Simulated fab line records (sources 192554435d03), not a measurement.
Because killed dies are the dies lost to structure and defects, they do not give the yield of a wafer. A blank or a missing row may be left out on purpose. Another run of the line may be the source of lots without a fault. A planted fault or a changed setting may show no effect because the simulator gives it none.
fab line records	flow n5_finfet
record lots=5	wafers=15	last_day=16
route steps=1938 shown BEOL_M5@1185 BEOL_M6@1194
lots with no fault: from the same line, run without faults
start_h: the number of hours between the record's first day and the start of the first shown wafer of the lot	wait_h: hours since the lot's step before	" repeats the value in the row above	L1.1+2: a single row standing in for several wafers	- no value, or no start given	* or withheld: withheld	< > ~ a bound
route shown NAME@n: NAME is a module with steps in the file, n the number in the route of the first one	usual: average and standard deviation across the fault-free wafers	same: alike in all rows	chamber/n: place in a boat	sites: the reading at each site	_std_site: how widely they spread, as a standard deviation	_edge_site: the outer-site mean with the inner-site mean subtracted	radius_mm: for every site, how far away it sits from the centre of the wafer	mask NAME#n: copy n	behind: the last tool/chamber to shape the wafer	hold: why the lot was held/for how many hours/how that ended	device: the n, p or np transistor that did not switch	end of line: at the end of the route, the tests of the same wafers	a step without rows: its recipe alone	killed: at the first sort, the dies lost to defects and structure; wafer yield is something else	map: a wafer's dies, marking killed ones x, the rest . and places with no die _
set.NAME: the setting that was run; set.NAME@STEP: the one run at that earlier step	model.NAME: the simulator's own value behind a step, which no gauge read
a table for each step, a row for each wafer; lots at some steps of the route
services: the hour from which a tool's chamber was out of use, counted from the record's first day as start_h (under 0 if before that day), plus the number of hours and why
## steps
# step N5_BEOL_M5_ANNEAL_51
# recipe temp_c=225	time_s=90	ambient=N2
# step N5_BEOL_M5_CMP_52
# recipe stop_on=SiCOH_lowk	t_overpolish_s=6.9	down_force_psi=1	platen_rpm=50	clearing_platen_down_force_psi=1.5	clearing_platen_rpm=50	post_cmp_clean=cu_alkaline	target_thk_nm=62	clearing_platen_pad_velocity_m_s=0.99484	pad_velocity_m_s=0.99484
# usual barrier_field_endpoint_s=24.5/0.62	motor_current_A=6.3/0.6	overpolish_run_s=6.899/0.0095	time_to_endpoint_s=62/3.4
lot.wafer	tool	chamber	start_h	wait_h	barrier_field_endpoint_s	motor_current_A	overpolish_run_s	time_to_endpoint_s
L852.4	cmp-04	3	209.20	0.2	24.6	5.7	6.907	60
L852.3	"	0	"	"	23.8	7.4	6.886	59
L852.6	"	3	"	"	23.7	6.0	6.903	59
L857.2	cmp-01	3	236.29	0.2	25.1	6.0	6.890	66
L857.1	"	0	"	"	24.3	7.5	6.905	60
L857.6	"	3	"	"	24.8	6.4	6.900	61
L862.1	cmp-01	2	277.42	0.3	24.4	5.8	6.889	63
L862.2	"	1	"	"	25.1	6.0	6.892	67
L862.6	"	2	"	"	25.0	6.5	6.903	65
L864.4	cmp-04	2	292.25	0.2	25.6	6.4	6.893	64
L864.3	"	3	"	"	24.2	6.0	6.915	59
L864.6	"	0	"	"	24.6	7.1	6.889	62
L868.1	cmp-01	3	300.62	0.3	25.0	6.2	6.900	63
L868.3	"	0	"	"	24.9	7.5	6.893	60
L868.4	"	1	"	"	25.5	6.0	6.907	70
# step N5_BEOL_M5_THK_MEAS_53
# recipe thk_meas_gauge=xrf	reads=Cu_of_BEOL_M5_ECD_50
# usual M5_THK=61.6/1.8
lot.wafer	tool	chamber	start_h	wait_h	M5_THK[nm]
L852.3	film_metro-01	-	209.46	-	59.7
L852.4	"	-	"	"	61.6
L852.6	"	-	"	"	62.3
L857.1	film_metro-01	-	236.59	-	61.6
L857.2	"	-	"	"	59.6
L857.6	"	-	"	"	60.9
L862.1	film_metro-02	-	277.71	-	58.3
L862.2	"	-	"	"	60.6
L862.6	"	-	"	"	61.6
L864.3	film_metro-02	-	292.47	-	61.2
L864.4	"	-	"	"	62.4
L864.6	"	-	"	"	63.3
L868.1	film_metro-01	-	300.88	-	62.3
L868.3	"	-	"	"	60.8
L868.4	"	-	"	"	66.0
# step N5_BEOL_M5_PRE_CLEAN_77
# recipe gas=NH3/H2	time_s=15	temp_c=*	rf_power_w=300
# step N5_BEOL_M5_CO_CAP_78
# recipe material=Co	target_thk_a=20	temp_c=200	precursor=CCTBA/H2	pressure_torr=30	time_s=102.1
# usual heater_power_w=227/17
lot.wafer	tool	chamber	start_h	wait_h	heater_power_w
L852.3	cvd_co-01	2	209.59	0.1	192
L852.4	"	1	"	"	212
L852.6	"	2	"	"	197
L857.1	cvd_co-01	0	236.66	0.0	222
L857.2	"	2	"	"	199
L857.6	"	2	"	"	198
L862.1	cvd_co-02	2	277.79	0.0	222
L862.2	"	1	"	"	251
L862.6	"	2	"	"	225
L864.3	cvd_co-02	1	292.55	0.0	258
L864.4	"	0	"	"	228
L864.6	"	1	"	"	244
L868.1	cvd_co-02	1	301.06	0.0	244
L868.3	"	2	"	"	221
L868.4	"	0	"	"	235
# step N5_BEOL_M5_PRE_CLEAN_55
# recipe gas=NH3	time_s=15	temp_c=withheld	rf_power_w=300
# step N5_BEOL_M5_DEP_56
# recipe material=SiCN	target_thk_a=80	temp_c=withheld	precursor=3MS/NH3	pressure_torr=3	rf_w=202	time_s=14
# step N5_BEOL_M5_RS_MEAS_57
# recipe thk_meas_gauge=four-point-probe	reads=Co_of_BEOL_M5_CO_CAP_78+Cu_of_BEOL_M5_ECD_50+Co_of_BEOL_M5_CVD_47+TaN_of_BEOL_M5_ALD_86
# usual M5_RS=0.390/0.013
lot.wafer	tool	chamber	start_h	wait_h	M5_RS[ohm/sq]
L852.3	film_metro-02	-	209.79	0.1	0.400
L852.4	"	-	"	"	0.388
L852.6	"	-	"	"	0.381
L857.1	film_metro-02	-	236.88	0.1	0.387
L857.2	"	-	"	"	0.401
L857.6	"	-	"	"	0.392
L862.1	film_metro-01	-	277.97	0.0	0.417
L862.2	"	-	"	"	0.394
L862.6	"	-	"	"	0.391
L864.3	film_metro-01	-	292.74	0.1	0.396
L864.4	"	-	"	"	0.383
L864.6	"	-	"	"	0.380
L868.1	film_metro-01	-	301.25	0.0	0.384
L868.3	"	-	"	"	0.398
L868.4	"	-	"	"	0.357
# step N5_BEOL_M5_INSPECT_58
# recipe inspect_instrument=darkfield	mode=post_dep
# usual raw_defect_count=69/24
lot.wafer	tool	chamber	start_h	wait_h	raw_defect_count
L852.3	defect_inspect-01	-	209.81	0.0	48
L852.4	"	-	"	"	53
L852.6	"	-	"	"	56
L857.1	defect_inspect-02	-	236.90	0.0	114
L857.2	"	-	"	"	135
L857.6	"	-	"	"	83
L862.1	defect_inspect-01	-	278.00	0.0	64
L862.2	"	-	"	"	63
L862.6	"	-	"	"	50
L864.3	defect_inspect-02	-	292.76	0.0	70
L864.4	"	-	"	"	77
L864.6	"	-	"	"	65
L868.1	defect_inspect-02	-	301.27	0.0	47
L868.3	"	-	"	"	134
L868.4	"	-	"	"	68
# step N5_BEOL_M6_ILD_DEP_00
# recipe material=SiCOH_lowk	target_thk_a=1797.5	temp_c=300	precursor=DEMS/porogen	pressure_torr=5	rf_w=500	time_s=33.4
# usual heater_power_w=307/50	showerhead_plenum_p_Torr=5.743/0.018	throttle_valve_pct=14.0/0.67
lot.wafer	tool	chamber	start_h	wait_h	heater_power_w	showerhead_plenum_p_Torr	throttle_valve_pct
L852.3	pecvd-02	0	209.85	0.0	354	5.742	13.3
L852.4	"	0	"	"	360	5.741	13.4
L852.6	"	1	"	"	209	5.707	14.3
L857.1	pecvd-04	2	236.94	0.0	346	5.756	13.5
L857.2	"	0	"	"	291	5.769	14.5
L857.6	"	2	"	"	356	5.747	13.8
L862.1	pecvd-01	0	278.04	0.0	395	5.755	13.8
L862.2	"	1	"	"	282	5.736	14.4
L862.6	"	1	"	"	286	5.745	14.3
L864.3	pecvd-02	0	292.80	0.0	377	5.746	13.3
L864.4	"	1	"	"	200	5.726	14.1
L864.6	"	2	"	"	294	5.733	13.1
L868.1	pecvd-04	2	301.31	0.0	358	5.757	14.1
L868.3	"	0	"	"	290	5.778	14.3
L868.4	"	0	"	"	294	5.768	14.3
# step N5_BEOL_M6_CURE_74
# recipe temp_c=385	time_s=240	ambient=He/Ar	material=SiCOH_lowk
# step N5_BEOL_M6_THK_MEAS_01
# recipe reads=SiCOH_lowk_of_BEOL_M6_ILD_DEP_00
# usual M6_ILD_THK=155.2/2.4
lot.wafer	tool	chamber	start_h	wait_h	M6_ILD_THK[nm]
L852.3	film_metro-01	-	210.43	0.3	152.3
L852.4	"	-	"	"	156.5
L852.6	"	-	"	"	159.0
L857.1	film_metro-01	-	237.52	0.4	155.3
L857.2	"	-	"	"	154.8
L857.6	"	-	"	"	157.7
L862.1	film_metro-02	-	278.63	0.4	154.8
L862.2	"	-	"	"	154.0
L862.6	"	-	"	"	156.0
L864.3	film_metro-02	-	293.49	0.3	151.5
L864.4	"	-	"	"	155.7
L864.6	"	-	"	"	153.9
L868.1	film_metro-01	-	301.89	0.4	155.4
L868.3	"	-	"	"	152.3
L868.4	"	-	"	"	157.7
# step N5_BEOL_M6_PECVD_70
# recipe material=SiO2	target_thk_a=200	temp_c=400	precursor=TEOS/O2	pressure_torr=5.5	rf_w=450	teos_flow_sccm=53.8	gas=O2	flow_sccm=3000	time_s=22.7
# usual heater_power_w=711/93	showerhead_plenum_p_Torr=8.79/0.069	susceptor_temp_C=399.99/0.21	throttle_valve_pct=22.6/1
lot.wafer	tool	chamber	start_h	wait_h	heater_power_w	showerhead_plenum_p_Torr	susceptor_temp_C	throttle_valve_pct	model.SiO2_of_BEOL_M6_PECVD_70.thk_nm
L852.3	pecvd-04	2	210.46	0.0	665	8.87	400.05	22.6	20.2
L852.4	"	0	"	"	709	8.94	399.99	23.0	20.2
L852.6	"	2	"	"	662	8.86	400.06	22.3	20.6
L857.1	pecvd-01	1	237.56	0.0	673	8.75	399.83	22.7	19.8
L857.2	"	0	"	"	778	8.81	400.26	22.0	19.6
L857.6	"	2	"	"	756	8.81	399.92	21.5	20
L862.1	pecvd-01	1	278.66	0.0	654	8.74	415.86	22.9	17.6
L862.2	"	2	"	"	782	8.82	400.14	21.7	19.6
L862.6	"	1	"	"	659	8.76	415.51	22.7	18
L864.3	pecvd-02	0	293.53	0.0	702	8.79	399.99	21.3	20
L864.4	"	0	"	"	740	8.81	399.90	21.5	20.2
L864.6	"	1	"	"	584	8.76	399.72	22.9	19.8
L868.1	pecvd-04	2	301.92	0.0	792	8.87	400.44	22.8	20
L868.3	"	0	"	"	591	8.93	399.78	23.3	19.6
L868.4	"	1	"	"	698	8.69	399.89	24.8	20.4
# step N5_BEOL_M6_HM_DEP_02
# recipe material=TiN	target_thk_a=200	temp_c=25	chamber_pressure_pa=0.49996
# usual throttle_valve_pct=30.3/1
lot.wafer	tool	chamber	start_h	wait_h	throttle_valve_pct
L852.3	pvd_sputter-01	-	210.99	0.5	29.4
L852.4	"	-	"	"	31.5
L852.6	"	-	"	"	31.3
L857.1	pvd_sputter-02	-	239.29	1.7	29.6
L857.2	"	-	"	"	29.4
L857.6	"	-	"	"	29.4
L862.1	pvd_sputter-03	-	281.70	3.0	31.7
L862.2	"	-	"	"	29.6
L862.6	"	-	"	"	29.5
L864.3	pvd_sputter-01	-	294.98	1.4	31.5
L864.4	"	-	"	"	31.5
L864.6	"	-	"	"	30.8
L868.1	pvd_sputter-03	-	302.70	0.8	29.5
L868.3	"	-	"	"	31.2
L868.4	"	-	"	"	30.7
# step N5_BEOL_M6_COAT_59
# recipe resist=SOC	temp_c=250	time_s=60	spin_rpm=1500	resist_thk_nm=100
# step N5_BEOL_M6_COAT_60
# recipe resist=SiARC	temp_c=220	time_s=60	spin_rpm=1500	resist_thk_nm=35
# step N5_BEOL_M6_COAT_05
# recipe resist=CAR-ArF	spin_rpm=1500	resist_thk_nm=90
# step N5_BEOL_M6_EBR_07
# recipe solvent=PGMEA	ebr_width_mm=1.5
# step N5_BEOL_M6_SOFTBAKE_06
# recipe temp_c=110	time_s=60	resist=CAR-ArF
# step N5_BEOL_M6_EXPOSE_08
# recipe mask_id=M6	na=1.35	source_shape=dipole	sigma_inner=0.817	sigma_outer=0.97	polarization=te	dose_mj=68.25
# step N5_BEOL_M6_PEB_09
# recipe peb_temp_c=withheld	peb_time_s=60	resist=CAR-ArF
# step N5_BEOL_M6_DEVELOP_10
# recipe develop_time_s=30	developer=TMAH	resist=CAR-ArF	rinse_liquid=diw	dry=air_spin	dev_temp_c=23
# step N5_BEOL_M6_CD_MEAS_11
# recipe target_cd_nm=38.5	landing_energy_ev=500	detector=se_inlens	polarity=opening
# usual cd_nm=38.5/0.52
lot.wafer	tool	chamber	start_h	wait_h	cd_nm
L852.3	cd_sem-02	0	211.37	-	38.2
L852.4	"	0	"	"	39.1
L852.6	"	0	"	"	38.0
L857.1	cd_sem-03	0	239.79	-	37.3
L857.2	"	0	"	"	38.1
L857.6	"	0	"	"	38.0
L862.1	cd_sem-02	0	282.07	-	39.0
L862.2	"	0	"	"	39.9
L862.6	"	0	"	"	39.1
L864.3	cd_sem-01	0	295.36	-	38.5
L864.4	"	0	"	"	38.9
L864.6	"	0	"	"	38.9
L868.1	cd_sem-03	0	303.20	-	39.0
L868.3	"	0	"	"	37.8
L868.4	"	0	"	"	38.5
# step N5_BEOL_M6_OVL_MEAS_12
# recipe points_per_wafer=44
# usual M6_OVL=-0.3/0.67
# same points_per_wafer=44
lot.wafer	tool	chamber	start_h	wait_h	M6_OVL[nm]
L852.3	overlay-02	0	211.40	0.0	-0.2
L852.4	"	0	"	"	0.4
L852.6	"	0	"	"	-0.6
L857.1	overlay-02	0	239.82	0.0	0.0
L857.2	"	0	"	"	0.5
L857.6	"	0	"	"	-0.7
L862.1	overlay-01	0	282.10	0.0	0.2
L862.2	"	0	"	"	0.1
L862.6	"	0	"	"	-0.3
L864.3	overlay-02	0	295.38	0.0	-1.0
L864.4	"	0	"	"	-1.0
L864.6	"	0	"	"	-1.2
L868.1	overlay-01	0	303.23	0.0	-0.5
L868.3	"	0	"	"	0.1
L868.4	"	0	"	"	1.4
# step N5_BEOL_M6_INSPECT_13
# recipe mode=adi	inspect_instrument=brightfield
# usual raw_defect_count=404/100
lot.wafer	tool	chamber	start_h	wait_h	raw_defect_count
L852.3	defect_inspect-01	-	211.42	0.0	410
L852.4	"	-	"	"	399
L852.6	"	-	"	"	470
L857.1	defect_inspect-02	-	239.84	0.0	660
L857.2	"	-	"	"	453
L857.6	"	-	"	"	451
L862.1	defect_inspect-02	-	282.13	0.0	636
L862.2	"	-	"	"	709
L862.6	"	-	"	"	464
L864.3	defect_inspect-01	-	295.41	0.0	283
L864.4	"	-	"	"	309
L864.6	"	-	"	"	286
L868.1	defect_inspect-01	-	303.26	0.0	261
L868.3	"	-	"	"	491
L868.4	"	-	"	"	367
# step N5_BEOL_M6_DESCUM_16
# recipe chemistry=O2	time_s=7.9	source_power_w=50	bias_power_w=20	pressure_mtorr=20	rf_frequency_hz=2.712e+07	temp_c=40	resist=CAR-ArF	o2_flow_sccm=225
# step N5_BEOL_M6_ETCH_61
# recipe chemistry=CF4	target=SiARC	target_depth_a=455	mask_material=CAR-ArF	time_s=75.8	ion_energy_ev=80	pressure_mtorr=40	source_w=545	bias_w=36	Ar_flow_sccm=100	cf4_flow_sccm=100	ends=cleared
# step N5_BEOL_M6_ETCH_62
# recipe chemistry=N2/H2	target=SOC	target_depth_a=1100	overetch_a=220	mask_material=SiARC	temp_c=40	time_s=165	ion_energy_ev=200	pressure_mtorr=30	source_w=840	bias_w=150	n2_flow_sccm=200	h2_flow_sccm=200
# step N5_BEOL_M6_STRIP_68
# recipe chemistry=N2/H2	temp_c=40	n2_flow_sccm=200	h2_flow_sccm=200	rf_frequency_hz=6e+07
# step N5_BEOL_M6_STRIP_67
# recipe chemistry=CF4	resist=SiARC	power_w=300	bias_power_w=75	pressure_mtorr=50	cf4_flow_sccm=150	rf_frequency_hz=6e+07
# usual bias_power_w=74.97/0.21	chamber_pressure_mTorr=50.00/0.053	drypump_motor_current_A=5.7/0.34	oes_product_au=0.79/0.081	rf_vpp_V=271.3/1.7	showerhead_plenum_p_Torr=1.80/0.062	throttle_valve_pct=13.50/0.19
lot.wafer	tool	chamber	start_h	wait_h	bias_power_w	chamber_pressure_mTorr	drypump_motor_current_A	oes_product_au	rf_hours_counter_h	rf_vpp_V	showerhead_plenum_p_Torr	throttle_valve_pct
L852.3	rie_diel-04	2	211.69	0.0	75.36	50.04	5.8	0.82	78	269.6	1.75	13.40
L852.4	"	0	"	"	74.76	49.89	5.7	0.91	-	273.1	1.90	13.31
L852.6	"	3	"	"	75.15	49.94	5.8	0.74	-	272.0	1.79	13.51
L857.1	rie_diel-02	1	240.38	0.0	75.07	49.97	5.7	0.76	158	268.6	1.72	13.52
L857.2	"	2	"	"	74.94	49.97	5.9	0.68	250	269.9	1.70	14.01
L857.6	"	0	"	"	74.85	50.07	5.3	0.72	-	269.9	1.79	13.63
L862.1	rie_diel-04	3	282.40	0.0	75.08	49.96	5.8	0.72	204	270.9	1.78	13.62
L862.2	"	0	"	"	75.01	49.94	5.7	0.86	63	271.0	1.89	13.39
L862.6	"	2	"	"	74.91	49.94	5.7	0.80	-	269.8	1.74	13.46
L864.3	rie_diel-01	2	295.68	0.0	74.94	50.09	6.4	0.82	83	273.0	1.88	13.46
L864.4	"	3	"	"	74.84	50.00	4.9	0.81	91	272.3	1.88	13.37
L864.6	"	3	"	"	74.82	50.00	4.9	0.80	-	272.1	1.88	13.37
L868.1	rie_diel-04	3	303.53	0.0	74.79	50.03	5.8	0.71	211	272.1	1.78	13.61
L868.3	"	0	"	"	74.97	49.99	5.7	0.85	70	273.0	1.89	13.42
L868.4	"	1	"	"	75.22	49.89	6.4	0.70	254	271.4	1.83	13.89
# step N5_BEOL_M6_HM_OPEN_17
# recipe chemistry=Cl2/BCl3	target_depth_a=200	overetch_a=60	target=TiN	mask_material=SOC	ion_energy_ev=150	pressure_mtorr=10	icp_w=1000	bias_w=126	Cl2_flow_sccm=53.25	bcl3_flow_sccm=21.75	Ar_flow_sccm=25
# step N5_BEOL_M6_STRIP_19
# recipe chemistry=O2	power_w=400	temp_c=40	pressure_mtorr=30	rf_frequency_hz=6e+07	bias_power_w=0	overash_fraction=0.2	o2_flow_sccm=225
# step N5_BEOL_M6_CD_MEAS_18
# recipe pitch_nm=80	target_cd_nm=40
# usual cd_nm=40.1/0.69
lot.wafer	tool	chamber	start_h	wait_h	cd_nm
L852.3	cd_sem-03	-	211.93	0.1	40.4
L852.4	"	-	"	"	40.1
L852.6	"	-	"	"	39.4
L857.1	cd_sem-01	-	240.61	0.0	37.8
L857.2	"	-	"	"	39.5
L857.6	"	-	"	"	39.2
L862.1	cd_sem-01	-	282.63	0.0	40.7
L862.2	"	-	"	"	41.1
L862.6	"	-	"	"	40.6
L864.3	cd_sem-03	-	295.90	0.1	39.7
L864.4	"	-	"	"	40.2
L864.6	"	-	"	"	40.3
L868.1	cd_sem-03	-	303.83	0.0	40.6
L868.3	"	-	"	"	39.4
L868.4	"	-	"	"	40.1
# step N5_BEOL_M6_COAT_63
# recipe resist=SOC	temp_c=250	time_s=60	spin_rpm=1500	resist_thk_nm=60
# step N5_BEOL_M6_COAT_64
# recipe resist=SiARC	temp_c=220	time_s=60	spin_rpm=1500	resist_thk_nm=12
# step N5_BEOL_M6_COAT_71
# recipe resist=underlayer	temp_c=205	time_s=60	spin_rpm=1500	resist_thk_nm=5
# step N5_BEOL_M6_COAT_22
# recipe resist=CAR-EUV	spin_rpm=1500	resist_thk_nm=30
# step N5_BEOL_M6_EBR_24
# recipe solvent=PGMEA	ebr_width_mm=1.5
# step N5_BEOL_M6_SOFTBAKE_23
# recipe temp_c=110	time_s=60	resist=CAR-EUV
# step N5_BEOL_M6_EXPOSE_25
# recipe mask_id=V5	na=0.33	source_shape=annular	sigma_inner=0.4	sigma_outer=0.8	polarization=unpolarized	target_cd_nm=40	dose_mj=45
# step N5_BEOL_M6_PEB_26
# recipe peb_temp_c=100	peb_time_s=60	resist=CAR-EUV
# step N5_BEOL_M6_DEVELOP_27
# recipe develop_time_s=30	developer=TMAH	resist=CAR-EUV	rinse_liquid=surfactant_rinse	dry=air_spin	dev_temp_c=23
# step N5_BEOL_M6_HM_STRIP_39
# recipe chemistry=peroxide_tin_strip	material=TiN	target_depth_a=250	temp_c=50	time_s=158
# usual temp_c=49.99/0.12
lot.wafer	tool	chamber	start_h	wait_h	temp_c	model.SiO2_of_BEOL_M6_PECVD_70.thk_nm
L852.3	wet_bench-01	7	213.92	0.0	50.03	20
L852.4	"	6	"	"	49.91	20.2
L852.6	"	4	"	"	49.98	20.4
L857.1	wet_bench-02	1	243.01	0.0	50.03	19.6
L857.2	"	2	"	"	50.02	19.4
L857.6	"	6	"	"	49.82	19.8
L862.1	wet_bench-03	6	284.11	0.0	49.84	17.4
L862.2	"	0	"	"	49.76	19.6
L862.6	"	5	"	"	50.29	17.8
L864.3	wet_bench-02	7	296.85	0.0	50.00	20
L864.4	"	1	"	"	49.88	20
L864.6	"	2	"	"	49.91	19.6
L868.1	wet_bench-02	2	304.88	0.0	50.01	19.8
L868.3	"	6	"	"	49.99	19.4
L868.4	"	3	"	"	49.97	20.2
# step N5_BEOL_M6_CMP_52
# recipe stop_on=SiCOH_lowk	t_overpolish_s=6.9	down_force_psi=1	platen_rpm=50	clearing_platen_down_force_psi=1.5	clearing_platen_rpm=50	post_cmp_clean=cu_alkaline	target_thk_nm=80	clearing_platen_pad_velocity_m_s=0.99484	pad_velocity_m_s=0.99484
# usual barrier_field_endpoint_s=28.9/0.76	motor_current_A=6.2/0.53
lot.wafer	tool	chamber	start_h	wait_h	barrier_field_endpoint_s	motor_current_A
L852.3	cmp-02	3	217.29	0.2	29.9	6.1
L852.4	"	0	"	"	29.8	6.0
L852.6	"	0	"	"	30.3	5.9
L857.1	cmp-04	2	245.47	0.3	28.6	6.3
L857.2	"	3	"	"	28.0	5.7
L857.6	"	1	"	"	27.6	5.8
L862.2	cmp-04	0	287.03	0.3	28.7	7.1
L862.1	"	1	"	"	25.9	5.9
L862.6	"	2	"	"	26.5	6.0
L864.3	cmp-02	1	300.49	0.2	28.9	5.8
L864.4	"	3	"	"	28.9	5.9
L864.6	"	1	"	"	29.0	6.2
L868.3	cmp-01	1	306.99	0.2	29.3	6.3
L868.1	"	3	"	"	28.7	6.0
L868.4	"	0	"	"	28.4	7.6
## services
tool	chamber	start_h	hours	kind
cvd_co-01	0	186.88	23.8	repair
pecvd-04	-	205.95	1.2	repair
rie_diel-01	-	218.42	14.6	pm
cvd_co-02	-	222.41	14.6	pm
cmp-02	-	224.86	4.0	pm
pecvd-02	0	230.04	5.0	scheduled_down
cmp-01	-	231.26	4.0	pm
cmp-01	-	235.26	-	consumable_replace:conditioner
cmp-01	-	235.26	-	consumable_replace:pad
pecvd-04	1	238.99	5.5	scheduled_down
cmp-01	-	258.05	0.7	repair
pecvd-04	0	258.60	5.5	scheduled_down
cvd_co-01	0	273.32	15.6	repair
cmp-01	-	274.28	3.0	repair
cmp-02	-	287.83	1.1	repair
cvd_co-01	1	288.80	24.4	repair
cmp-04	-	290.14	1.1	repair
cvd_co-01	0	293.30	39.6	repair
pecvd-01	1	294.60	5.9	repair
cmp-02	-	297.46	1.7	repair
rie_diel-02	1	300.39	15.4	repair
pvd_sputter-02	-	301.83	7.9	repair
cmp-02	-	304.38	24.4	pm
rie_diel-02	3	305.25	2.1	repair
## key
first_sign step=N5_BEOL_M6_PECVD_70	reading=susceptor_temp_C	direction=up	sigmas=75	usual=*	struck=*
effect step=N5_BEOL_M6_CMP_52	reading=barrier_field_endpoint_s	direction=down	sigmas=3.5	usual=28.9	struck=26.2
model_effect step=N5_BEOL_M6_PECVD_70	value=SiO2_of_BEOL_M6_PECVD_70.thk_nm	without=20	struck=17.8
model_effect step=N5_BEOL_M6_HM_STRIP_39	value=SiO2_of_BEOL_M6_PECVD_70.thk_nm	without=19.8	struck=17.6
met_at N5_BEOL_M6_PECVD_70
struck_wafers L862.1,L862.6
onset_between 237.56 278.66
fault kind=process_parameter_drift	tool=pecvd-01	chamber=1	onset_h=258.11	steps=N5_BEOL_M6_PECVD_70	channel=temp_c	offset=*	shape=step	end_h=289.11	acts_in=*	stated=*
